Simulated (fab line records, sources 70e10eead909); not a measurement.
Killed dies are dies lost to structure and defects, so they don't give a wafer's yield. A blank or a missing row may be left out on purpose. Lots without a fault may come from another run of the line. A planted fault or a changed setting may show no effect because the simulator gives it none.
fab line records | flow nand_harc
record lots=6 wafers=18 last_day=33
route steps=1302 shown A_DECK1_JOINT@535 A_ONON_D2@545 END@1302
lots that met no fault: from a run of the same line without faults
start_h: hours from the record's first day to the start of the lot's first wafer shown | wait_h: hours since the lot's step before | " the same as in the row above | L1.1+2: a row that stands for several wafers | - no value, or no start given | * or withheld: withheld | < > ~ a bound
route shown NAME@n: a module of which the file shows steps, and the number in the route of the first | usual: mean/standard deviation of fault-free wafers | same: alike in all rows | chamber/n: place in a boat | sites: the reading at each site | _std_site: their standard deviation | _edge_site: outer sites' mean less inner sites' | radius_mm: how far each site lies from the wafer's centre | mask NAME#n: copy n | behind: the tool/chamber that last shaped the wafer | hold: why the lot was held/for how many hours/how that ended | device: the transistor (n, p or np) that didn't switch | end of line: the same wafers' tests at the end of the route | a step without rows: its recipe alone | killed: dies lost to structure and defects at the first sort, not the wafer's yield | map: a wafer's dies, x killed, . not, _ none there
set.NAME: the setting as run; set.NAME@STEP: as run at that earlier step | model.NAME: the simulator's own value behind a step, which no gauge read
lots at some steps of the route; a table a step, a row a wafer
services: from which hour (start_h, from the record's first day; less than 0 if before it) a tool's chamber was out of use, for how many hours, and why
## steps
# step NHARC_A_DECK1_JOINT_CURE_26
# recipe temp_c=150 time_s=32 pressure_atm=0.395
# step NHARC_A_DECK1_JOINT_ANNEAL_27
# recipe temp_c=400 time_s=3600 idle_temp_c=300 ramp_up_c_per_min=10 densification_p_h2o_torr=640
# step NHARC_A_DECK1_JOINT_ANNEAL_28
# recipe temp_c=500 time_s=1800 idle_temp_c=400 ramp_up_c_per_min=10 densification_p_h2o_torr=640
# step NHARC_A_DECK1_JOINT_ANNEAL_29
# recipe temp_c=750 time_s=1800 idle_temp_c=500 ramp_up_c_per_min=10 ramp_down_c_per_min=3
# step NHARC_A_DECK1_JOINT_CMP_02
# recipe material=SiOx
# usual motor_current_A=11.9/1.1 pad_life_wafers=202/110
# columns lot.wafer tool chamber start_h wait_h motor_current_A pad_life_wafers
L379.2 cmp-03 2 308.03 0.4 12.8 205
L379.3 " 0 " " 12.8 207
L379.5 " 2 " " 12.6 -
L380.1 cmp-03 1 324.93 0.4 10.0 265
L380.3 " 2 " " 13.1 266
L380.5 " 1 " " 10.8 -
L390.2 cmp-04 2 419.72 0.4 12.6 31
L390.1 " 3 " " 10.5 32
L390.6 " 2 " " 12.5 -
L393.1 cmp-04 0 459.61 0.4 11.2 181
L393.4 " 2 " " 12.4 183
L393.6 " 3 " " 10.5 -
L394.3 cmp-02 0 459.63 0.4 12.8 110
L394.6 " 2 " " 11.5 -
L394.5 " 3 " " 13.2 -
L398.1 cmp-04 1 501.19 0.4 10.7 336
L398.4 " 2 " " 12.7 337
L398.2 " 0 " " 11.6 339
# step NHARC_A_DECK1_JOINT_SRD_15
# step NHARC_A_DECK1_JOINT_DEP_16
# recipe target_thk_a=450 temp_c=400 pressure_torr=6.5 rf_w=900 teos_flow_sccm=161.4 flow_sccm=2650 target_thk_nm=45 gas=O2 material=SiO2
# usual flow_sccm=2648/9 heater_power_w=516/63 mfc_precursor_sccm=161.4/0.49 rf_fwd_power_W=895/3.1 throttle_valve_pct=16.1/0.51
# columns lot.wafer tool chamber start_h wait_h flow_sccm heater_power_w mfc_precursor_sccm rf_fwd_power_W throttle_valve_pct
L379.3 pecvd-03 2 308.42 0.1 2659 476 160.2 896 15.5
L379.2 " 0 " " 2640 566 160.8 897 15.8
L379.5 " 0 " " 2644 581 161.8 899 15.9
L380.1 pecvd-01 2 325.30 0.1 2651 594 161.7 898 16.0
L380.3 " 0 " " 2640 539 161.4 892 15.8
L380.5 " 0 " " 2646 538 162.9 891 15.7
L390.2 pecvd-03 1 420.29 0.3 2643 478 161.6 896 14.8
L390.1 " 2 " " 2644 534 161.7 897 15.3
L390.6 " 1 " " 2639 481 161.5 897 15.1
L394.3 pecvd-02 1 460.12 0.2 2648 509 161.6 888 16.0
L394.6 " 2 " " 2650 531 161.1 897 16.6
L394.5 " 0 " " 2660 507 161.0 895 16.3
L393.1 pecvd-01 0 460.21 0.3 2633 675 161.2 890 16.0
L393.4 " 2 " " 2641 508 162.3 893 16.4
L393.6 " 0 " " 2643 683 160.5 894 16.0
L398.1 pecvd-02 1 501.73 0.2 2646 516 161.9 899 16.0
L398.2 " 2 " " 2649 543 161.3 896 16.7
L398.4 " 1 " " 2653 506 161.4 892 16.3
# step NHARC_A_DECK1_JOINT_THK_MEAS_17
# recipe thk_meas_gauge=ellipsometry
# usual thk_nm=45.0/1.1
# columns lot.wafer tool chamber start_h wait_h thk_nm
L379.2 film_metro-02 - 308.67 0.2 43.2
L379.3 " - " " 44.1
L379.5 " - " " 45.3
L380.1 film_metro-01 - 325.58 0.3 45.3
L380.3 " - " " 44.9
L380.5 " - " " 45.0
L390.1 film_metro-01 - 420.54 0.2 45.8
L390.2 " - " " 44.4
L390.6 " - " " 45.9
L394.3 film_metro-02 - 460.35 0.2 44.5
L394.5 " - " " 45.1
L394.6 " - " " 44.1
L393.1 film_metro-02 - 460.43 0.2 45.6
L393.4 " - " " 45.4
L393.6 " - " " 44.2
L398.1 film_metro-02 - 502.01 0.3 44.5
L398.2 " - " " 45.2
L398.4 " - " " 45.6
# step NHARC_A_DECK1_JOINT_INSPECT_05
# usual raw_defect_count=333/130
# columns lot.wafer tool chamber start_h wait_h raw_defect_count
L379.2 defect_inspect-02 - 308.71 0.0 503
L379.3 " - " " 363
L379.5 " - " " 342
L380.1 defect_inspect-01 - 325.61 0.0 354
L380.3 " - " " 384
L380.5 " - " " 493
L390.1 defect_inspect-02 - 420.57 0.0 336
L390.2 " - " " 221
L390.6 " - " " 400
L394.3 defect_inspect-02 - 460.38 0.0 246
L394.5 " - " " 320
L394.6 " - " " 393
L393.1 defect_inspect-01 - 460.47 0.0 332
L393.4 " - " " 299
L393.6 " - " " 197
L398.1 defect_inspect-02 - 502.04 0.0 371
L398.2 " - " " 241
L398.4 " - " " 227
# step NHARC_A_ONON_D2_DEP_00
# recipe target_thk_a=10000 n2_flow_sccm=2750 n2o_flow_sccm=2000 nh3_flow_sccm=500 sih4_flow_sccm=210 temp_c=400
# step NHARC_A_ONON_D2_THK_MEAS_02
# recipe thk_meas_gauge=ellipsometry
# usual thk_nm=999/9.3
# columns lot.wafer tool chamber start_h wait_h thk_nm
L379.2 film_metro-01 - 309.28 - 999
L379.3 " - " " 999
L379.5 " - " " 1001
L380.1 film_metro-02 - 326.19 - 1003
L380.3 " - " " 1003
L380.5 " - " " 1003
L390.1 film_metro-01 - 421.15 - 998
L390.2 " - " " 997
L390.6 " - " " 998
L394.3 film_metro-01 - 460.95 - 990
L394.5 " - " " 992
L394.6 " - " " 990
L393.1 film_metro-01 - 461.05 - 994
L393.4 " - " " 992
L393.6 " - " " 993
L398.1 film_metro-02 - 502.62 - 1010
L398.2 " - " " 1011
L398.4 " - " " 1013
# step NHARC_A_ONON_D2_DEP_03
# recipe target_thk_a=10000 n2_flow_sccm=2750 n2o_flow_sccm=2000 nh3_flow_sccm=500 sih4_flow_sccm=210 temp_c=400
# usual n2_flow_sccm=2751/7.3
# columns lot.wafer tool chamber start_h wait_h n2_flow_sccm
L379.2 pecvd_onon-04 0 309.40 0.1 2752
L379.3 " 0 " " 2758
L379.5 " 0 " " 2752
L380.1 pecvd_onon-04 0 326.24 0.1 2756
L380.3 " 0 " " 2746
L380.5 " 0 " " 2761
L390.1 pecvd_onon-02 0 421.20 0.1 2749
L390.2 " 0 " " 2738
L390.6 " 0 " " 2748
L393.1 pecvd_onon-04 0 461.10 0.1 2748
L393.4 " 0 " " 2758
L393.6 " 0 " " 2744
L394.3 pecvd_onon-02 0 461.13 0.2 2755
L394.5 " 0 " " 2746
L394.6 " 0 " " 2769
L398.1 pecvd_onon-02 0 502.68 0.1 2738
L398.2 " 0 " " 2747
L398.4 " 0 " " 2747
# step NHARC_A_ONON_D2_THK_MEAS_05
# recipe thk_meas_gauge=ellipsometry
# usual thk_nm=996/8.7
# columns lot.wafer tool chamber start_h wait_h thk_nm
L379.2 film_metro-01 - 309.85 - 1403
L379.3 " - " " 1403
L379.5 " - " " 1405
L380.1 film_metro-01 - 326.75 - 1409
L380.3 " - " " 1408
L380.5 " - " " 1407
L390.1 film_metro-02 - 421.72 - 990
L390.2 " - " " 989
L390.6 " - " " 990
L394.3 film_metro-01 - 461.52 - 1000
L394.5 " - " " 998
L394.6 " - " " 998
L393.1 film_metro-02 - 461.62 - 1002
L393.4 " - " " 1002
L393.6 " - " " 1000
L398.1 film_metro-01 - 503.19 - 986
L398.2 " - " " 985
L398.4 " - " " 987
# step NHARC_A_ONON_D2_DEP_06
# recipe target_thk_a=10000 n2_flow_sccm=2750 n2o_flow_sccm=2000 nh3_flow_sccm=500 sih4_flow_sccm=210 temp_c=400
# step NHARC_END_SORT_01
# recipe temp_c=25
# usual killed_at_array=49/18 killed_at_other=0.7/1.1 killed_at_periphery=4.0/2.6 killed_dies=54/19 killed_open=3.4/1.7 killed_short=2.5/1.7
# same gross_dies=677
# columns lot.wafer tool chamber start_h wait_h killed_at_array killed_at_other killed_at_periphery killed_dies killed_open killed_short
L379.2 prober-02 0 591.10 2.8 675 0 2 677 3 3
L379.3 prober-02 0 591.89 3.1 670 0 7 677 6 1
L379.5 prober-02 0 593.47 3.7 675 0 2 677 5 1
L380.1 prober-01 0 602.67 2.5 672 3 2 677 6 2
L380.3 prober-01 0 604.26 3.1 672 1 4 677 4 0
L380.5 prober-01 0 605.86 3.7 672 4 1 677 2 2
L390.1 prober-02 0 692.44 2.5 50 1 1 52 6 3
L390.2 prober-02 0 693.24 2.8 44 1 3 48 5 0
L390.6 prober-02 0 696.43 4.0 49 0 3 52 3 1
L393.1 prober-01 0 751.90 2.5 83 0 10 93 5 2
L393.4 prober-01 0 754.34 3.4 55 0 6 61 0 4
L393.6 prober-01 0 755.97 4.1 62 0 7 69 4 4
# killed by level:class
L379.2 A_ONON_D2:area_dep=617 A_CHANNEL_HOLE_D2:chamber_film_flake=27 A_CHANNEL_HOLE_D1:chamber_film_flake=16 A_CONTACT:chamber_film_flake=3 P_GATE:chamber_film_flake=2 A_CHANNEL_FILL_D1:chamber_film_flake=2 A_DECK1_JOINT:chamber_film_flake=2 A_SOURCE_PLATE:geometric_particle:open=1
L379.3 A_ONON_D2:area_dep=602 A_CHANNEL_HOLE_D2:chamber_film_flake=34 A_CHANNEL_HOLE_D1:chamber_film_flake=14 A_CHANNEL_FILL_D1:chamber_film_flake=5 P_STI:chamber_film_flake=4 A_CONTACT:chamber_film_flake=4 A_DECK1_JOINT:chamber_film_flake=3 A_ONON_D1:geometric_particle:open=2
L379.5 A_ONON_D2:area_dep=649 A_CHANNEL_HOLE_D2:chamber_film_flake=10 A_CHANNEL_HOLE_D1:chamber_film_flake=8 P_M1:geometric_particle:open=2 A_ONON_D2:geometric_particle:open=2 A_CHANNEL_FILL_D1:chamber_film_flake=2 A_CHANNEL_HOLE_D2:geometric_particle:open=1 A_SGD_CUT:geometric_particle:short=1
L380.1 A_ONON_D2:area_dep=628 A_CHANNEL_HOLE_D2:chamber_film_flake=26 A_SGD_CUT:chamber_film_flake=3 A_CONTACT:chamber_film_flake=3 THIN_TSV:chamber_film_flake=3 A_CHANNEL_FILL_D2:geometric_particle:open=2 A_CHANNEL_HOLE_D1:chamber_film_flake=2 A_DECK1_JOINT:chamber_film_flake=2
L380.3 A_ONON_D2:area_dep=644 A_CHANNEL_HOLE_D2:chamber_film_flake=15 A_CHANNEL_HOLE_D1:chamber_film_flake=4 A_SGD_CUT:chamber_film_flake=4 P_M1:chamber_film_flake=2 P_CONTACT:geometric_particle:open=1 P_M0:geometric_particle:open=1 A_ONON_D2:geometric_particle:open=1
L380.5 A_ONON_D2:area_dep=616 A_CHANNEL_HOLE_D2:chamber_film_flake=32 A_SGD_CUT:chamber_film_flake=7 A_CHANNEL_HOLE_D1:chamber_film_flake=5 A_CONTACT:chamber_film_flake=4 THIN_TSV:chamber_film_flake=4 A_STAIRCASE:chamber_film_flake=2 P_GATE:geometric_particle:open=1
L390.1 A_SLIT:chamber_film_flake=24 A_CONTACT:chamber_film_flake=7 A_CHANNEL_HOLE_D1:chamber_film_flake=4 A_WL_FILL:geometric_particle:short=2 A_M0:geometric_particle:open=2 A_DECK1_JOINT:chamber_film_flake=2 A_STAIRCASE:chamber_film_flake=2 A_SOURCE_PLATE:geometric_particle:open=1
L390.2 A_SLIT:chamber_film_flake=24 A_CHANNEL_HOLE_D1:chamber_film_flake=6 A_CONTACT:chamber_film_flake=5 A_ZERO_WELL:chamber_film_flake=2 A_STAIRCASE:chamber_film_flake=2 P_CONTACT:geometric_particle:open=1 A_CHANNEL_FILL_D1:geometric_particle:open=1 A_DECK1_JOINT:geometric_particle:open=1
L390.6 A_SLIT:chamber_film_flake=31 A_CONTACT:chamber_film_flake=7 A_CHANNEL_HOLE_D1:chamber_film_flake=5 A_STAIRCASE:chamber_film_flake=3 P_GATE:geometric_particle:short=1 P_GATE:geometric_particle:open=1 A_CHANNEL_FILL_D1:geometric_particle:open=1 A_CHANNEL_FILL_D2:geometric_particle:open=1
L393.1 A_CHANNEL_HOLE_D1:chamber_film_flake=32 A_SLIT:chamber_film_flake=24 A_CHANNEL_HOLE_D2:chamber_film_flake=15 P_ZERO_WELL:chamber_film_flake=5 A_STAIRCASE:chamber_film_flake=3 P_M0:geometric_particle:open=2 A_CHANNEL_FILL_D2:chamber_film_flake=2 A_CONTACT:chamber_film_flake=2
L393.4 A_SLIT:chamber_film_flake=18 A_CHANNEL_HOLE_D1:chamber_film_flake=15 A_CHANNEL_HOLE_D2:chamber_film_flake=12 P_ZERO_WELL:chamber_film_flake=2 P_GATE:chamber_film_flake=2 A_CHANNEL_FILL_D2:chamber_film_flake=2 A_WL_FILL:chamber_film_flake=2 A_CONTACT:chamber_film_flake=2
L393.6 A_CHANNEL_HOLE_D2:chamber_film_flake=20 A_SLIT:chamber_film_flake=13 A_CHANNEL_HOLE_D1:chamber_film_flake=12 A_CONTACT:chamber_film_flake=4 A_DECK1_JOINT:chamber_film_flake=3 P_CONTACT:geometric_particle:open=2 P_ZERO_WELL:chamber_film_flake=2 A_CHANNEL_FILL_D2:chamber_film_flake=2
# map L379.2 (x killed, . not)
____________x____________
_________xxxxxxx_________
_______xxxxxxxxxxx_______
______xxxxxxxxxxxxx______
_____xxxxxxxxxxxxxxx_____
____xxxxxxxxxxxxxxxxx____
____xxxxxxxxxxxxxxxxx____
___xxxxxxxxxxxxxxxxxxx___
___xxxxxxxxxxxxxxxxxxx___
__xxxxxxxxxxxxxxxxxxxxx__
__xxxxxxxxxxxxxxxxxxxxx__
_xxxxxxxxxxxxxxxxxxxxxxx_
_xxxxxxxxxxxxxxxxxxxxxxx_
_xxxxxxxxxxxxxxxxxxxxxxx_
_xxxxxxxxxxxxxxxxxxxxxxx_
_xxxxxxxxxxxxxxxxxxxxxxx_
xxxxxxxxxxxxxxxxxxxxxxxxx
xxxxxxxxxxxxxxxxxxxxxxxxx
xxxxxxxxxxxxxxxxxxxxxxxxx
xxxxxxxxxxxxxxxxxxxxxxxxx
xxxxxxxxxxxxxxxxxxxxxxxxx
_xxxxxxxxxxxxxxxxxxxxxxx_
_xxxxxxxxxxxxxxxxxxxxxxx_
_xxxxxxxxxxxxxxxxxxxxxxx_
_xxxxxxxxxxxxxxxxxxxxxxx_
_xxxxxxxxxxxxxxxxxxxxxxx_
__xxxxxxxxxxxxxxxxxxxxx__
__xxxxxxxxxxxxxxxxxxxxx__
___xxxxxxxxxxxxxxxxxxx___
___xxxxxxxxxxxxxxxxxxx___
____xxxxxxxxxxxxxxxxx____
____xxxxxxxxxxxxxxxxx____
_____xxxxxxxxxxxxxxx_____
______xxxxxxxxxxxxx______
_______xxxxxxxxxxx_______
_________xxxxxxx_________
____________x____________
# map L380.1 (x killed, . not)
____________x____________
_________xxxxxxx_________
_______xxxxxxxxxxx_______
______xxxxxxxxxxxxx______
_____xxxxxxxxxxxxxxx_____
____xxxxxxxxxxxxxxxxx____
____xxxxxxxxxxxxxxxxx____
___xxxxxxxxxxxxxxxxxxx___
___xxxxxxxxxxxxxxxxxxx___
__xxxxxxxxxxxxxxxxxxxxx__
__xxxxxxxxxxxxxxxxxxxxx__
_xxxxxxxxxxxxxxxxxxxxxxx_
_xxxxxxxxxxxxxxxxxxxxxxx_
_xxxxxxxxxxxxxxxxxxxxxxx_
_xxxxxxxxxxxxxxxxxxxxxxx_
_xxxxxxxxxxxxxxxxxxxxxxx_
xxxxxxxxxxxxxxxxxxxxxxxxx
xxxxxxxxxxxxxxxxxxxxxxxxx
xxxxxxxxxxxxxxxxxxxxxxxxx
xxxxxxxxxxxxxxxxxxxxxxxxx
xxxxxxxxxxxxxxxxxxxxxxxxx
_xxxxxxxxxxxxxxxxxxxxxxx_
_xxxxxxxxxxxxxxxxxxxxxxx_
_xxxxxxxxxxxxxxxxxxxxxxx_
_xxxxxxxxxxxxxxxxxxxxxxx_
_xxxxxxxxxxxxxxxxxxxxxxx_
__xxxxxxxxxxxxxxxxxxxxx__
__xxxxxxxxxxxxxxxxxxxxx__
___xxxxxxxxxxxxxxxxxxx___
___xxxxxxxxxxxxxxxxxxx___
____xxxxxxxxxxxxxxxxx____
____xxxxxxxxxxxxxxxxx____
_____xxxxxxxxxxxxxxx_____
______xxxxxxxxxxxxx______
_______xxxxxxxxxxx_______
_________xxxxxxx_________
____________x____________
## services
# columns tool chamber start_h hours kind
pecvd-01 0 290.70 8.9 repair
cmp-04 - 296.12 1.5 repair
cmp-04 - 307.00 4.0 pm
cmp-04 - 311.00 - consumable_replace:conditioner
pecvd-01 - 311.00 13.0 pm
cmp-02 - 311.35 2.1 repair
pecvd_onon-04 - 313.09 13.0 pm
pecvd-02 2 324.58 11.8 repair
cmp-02 - 330.72 4.0 pm
pecvd-03 2 337.48 3.6 repair
cmp-04 - 337.87 3.2 repair
cmp-02 - 341.59 5.8 repair
cmp-03 - 358.00 4.0 pm
pecvd-03 - 366.09 13.0 pm
pecvd_onon-02 - 366.54 13.0 pm
cmp-04 - 405.00 4.0 pm
pecvd-02 - 409.82 13.0 pm
cmp-03 - 415.02 0.7 repair
cmp-02 - 428.72 4.0 pm
cmp-03 - 456.00 4.0 pm
cmp-02 - 457.64 0.5 repair
cmp-03 - 486.82 1.8 repair
pecvd-01 - 492.00 13.0 pm
pecvd_onon-04 - 494.09 13.0 pm
## key
first_sign step=NHARC_A_ONON_D2_THK_MEAS_05 reading=thk_nm direction=up sigmas=47 usual=996 struck=1406
effect step=NHARC_END_SORT_01 reading=killed_at_array direction=up sigmas=34 usual=49 struck=673
more_kills_born_at NHARC_A_ONON_D2_DEP_03@pecvd_onon-04=3756
met_at NHARC_A_ONON_D2_DEP_03
struck_wafers L379.2,L379.3,L379.5,L380.1,L380.3,L380.5
later_rows_left_out L379.2,L379.3,L379.5,L380.1,L380.3,L380.5
tester_left_out L379,L380
also_fits NHARC_A_DECK1_JOINT_CMP_02:cmp-03
fault kind=process_parameter_drift tool=pecvd_onon-04 chamber=0 onset_h=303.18 steps=NHARC_A_ONON_D2_DEP_03 channel=target_thk_a offset=* shape=step end_h=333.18 acts_in=* stated=*
# tester_left_out: of these lots the tester's yield and bins aren't shown, on N5 and GAA mostly nor the transistor test; their killed dies are dies lost to structure and defects alone, not to doping, threshold or leakage, so they don't give the yield
# later_rows_left_out: the simulator's readings of these wafers behind a module that went badly wrong aren't trusted and aren't shown, but for the sort
